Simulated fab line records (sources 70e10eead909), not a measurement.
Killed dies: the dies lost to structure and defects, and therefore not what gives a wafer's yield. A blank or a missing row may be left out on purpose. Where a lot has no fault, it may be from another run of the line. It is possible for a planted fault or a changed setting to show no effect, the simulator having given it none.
Struck lot and sound lot, side by side -- flow nand-harc -- 40 steps out of a route of 1159
Sound: these wafers, L321.2, L321.3, L321.5. Struck: wafer L337.1. (L337.3, L337.4 of the same lot were not struck and are left out.) The cause comes at the end.
At each step with rows: each side's tool, then ch and its chambers, then its first start. Under that, the readings that differ: sound wafers -- struck wafers -- difference of the means -- sigmas: that difference in standard deviations of wafers without a fault.
alike: readings with means less than 2 such deviations apart, plus words and numbers identical on both sides. not compared: withheld readings, readings lacking a value on some wafer, bounds such as >300 that could conceal the same value, and numbers that have no deviation in the record and whose values overlap.
Wherever a step has rows on one side only, a row that says differs or no value, or a row with sigmas, the two part there. Non-overlapping numbers with no deviation appear without sigmas and do not part them. A reading missing from all wafers of one side parts the sides only when that side holds two or more wafers.

NHARC_A_BONDPAD_OVL_MEAS_35:
  sound on overlay-02 at day 18 23:02; struck on overlay-01 at day 23 05:11
  alike: overlay-x-nm, overlay-y-nm
then, 3 steps without rows for these wafers: NHARC_A_BONDPAD_HARDBAKE_10 (time 65 s); NHARC_A_BONDPAD_DESCUM_11 (chemistry O2, time 3 s); NHARC_A_BONDPAD_ETCH_34 (etches the open film in N2/H2, target depth 60 nm, overetch 18 nm, time 65.91 s).
NHARC_A_BONDPAD_ETCH_12: etches the open film in CHF3/O2, target depth 220 nm, time 110 s.
  sound on rie-diel-07 ch 1,2,3; struck on rie-diel-03 ch 1
reading,sound,struck,difference,sigmas
oes-product-au (a.u.),0.959 0.983 0.979,0.925,-0.049,-2
  alike: drypump-motor-current-A, mfc-ar-sccm, rf-vpp-V, showerhead-plenum-p-Torr, throttle-valve-pct
  not compared: rf-hours-counter-h
NHARC_A_BONDPAD_CD_MEAS_13:
  sound on cd-sem-02 at day 18 23:28; struck on cd-sem-01 at day 23 05:37
  alike: cd-nm
then, 3 steps without rows for these wafers: NHARC_A_BONDPAD_STRIP_15 (strips in O2); NHARC_A_BONDPAD_ETCH_24 (etches the open film in CF4/N2, target depth 30 nm, time 72.99 s); NHARC_A_BONDPAD_STRIP_16 (strips in post etch residue remover, time 600 s).
NHARC_A_BONDPAD_DEGAS_25: time 60 s.
  sound on pvd-sputter-03 at day 19 00:06; struck on pvd-sputter-03 at day 23 06:15
reading,sound,struck,difference,sigmas
heater-power-w (W),494 558 558,681,+144,+2
then, 2 steps without rows for these wafers: NHARC_A_BONDPAD_PRE_CLEAN_26 (time 30 s); NHARC_A_BONDPAD_PVD_17 (deposits TaN, target thk 5 nm, time 8.06 s).
NHARC_A_BONDPAD_PVD_27: deposits Cu, target thk 30 nm, time 20.49 s.
  sound on pvd-sputter-03 at day 19 00:20; struck on pvd-sputter-03 at day 23 06:28
  alike: throttle-valve-pct
then, 1 step without rows for these wafers: NHARC_A_BONDPAD_ECD_18 (material Cu, target thk 400 nm).
NHARC_A_BONDPAD_ANNEAL_28: time 90 s.
  sound on rtp-anneal-01 ch 0, day 19 00:53; struck on rtp-anneal-01 ch 0, day 23 06:59
  alike: wafer_temp_C_max
NHARC_A_BONDPAD_CMP_19: polishes, t overpolish 30 s, cu recess touch 16 s, target thk 169.8 nm.
  sound on cmp-04 ch 1,3, day 19 01:11; struck on cmp-02 ch 3, day 23 07:22
  alike: edge-zone-pressure-frac, motor-current-A, overpolish-run-s
then, 1 step without rows for these wafers: NHARC_A_BONDPAD_SRD_21 (time 30 s, dry time 20 s).
NHARC_A_BONDPAD_INSPECT_23:
  sound on defect-inspect-02 at day 19 01:44; struck on defect-inspect-02 at day 23 07:54
  alike: raw-defect-count
then, 5 steps without rows for these wafers: NHARC_HYBRID_BOND_ACTIVATE_00 (chemistry N2, time 60 s); NHARC_HYBRID_BOND_PRECLEAN_01 (cleans in DIW, time 300 s); NHARC_HYBRID_BOND_SRD_02 (time 30 s, dry time 20 s); NHARC_HYBRID_BOND_BOND_03; NHARC_HYBRID_BOND_ANNEAL_04 (time 7200 s).
NHARC_HYBRID_BOND_OVL_MEAS_05:
  rows exist in the record for the sound wafers here (overlay-02, day 19 12:19), none for the struck ones
NHARC_HYBRID_BOND_INSPECT_06: inspects for defects (ir void).
  rows exist in the record for the sound wafers here (defect-inspect-02, day 19 12:22), none for the struck ones
NHARC_THIN_TSV_GRIND_00:
  the record has rows for the sound wafers here (grinder-01 ch 0, day 19 12:43) and none for the struck ones
then, 1 step without rows for these wafers: NHARC_THIN_TSV_CMP_01 (polishes).
NHARC_THIN_TSV_THK_MEAS_02: measures by ir.
  rows exist in the record for the sound wafers here (film-metro-02, day 19 13:59), none for the struck ones
then, 11 steps without rows for these wafers: NHARC_THIN_TSV_SRD_03; NHARC_THIN_TSV_PRECLEAN_41 (cleans in SC1); NHARC_THIN_TSV_SRD_42; NHARC_THIN_TSV_DEP_43 (deposits SiO2, target thk 1328.5 nm); NHARC_THIN_TSV_DEHYDRATE_04 (time 120 s); NHARC_THIN_TSV_HMDS_05 (time 30 s); NHARC_THIN_TSV_COAT_06; NHARC_THIN_TSV_SOFTBAKE_07 (time 95 s); NHARC_THIN_TSV_EBR_08; NHARC_THIN_TSV_EXPOSE_09 (exposes mask TSV); NHARC_THIN_TSV_PEB_10 (peb time 85 s).
NHARC_END_SORT_01:
  the record has rows for the struck wafers here (prober-02 ch 0, day 24 11:49) and none for the sound ones

WHERE THEY PART
Earliest at NHARC_A_BONDPAD_ETCH_12; latest, in this record, at NHARC_END_SORT_01.

WHY: the cause the simulator had injected
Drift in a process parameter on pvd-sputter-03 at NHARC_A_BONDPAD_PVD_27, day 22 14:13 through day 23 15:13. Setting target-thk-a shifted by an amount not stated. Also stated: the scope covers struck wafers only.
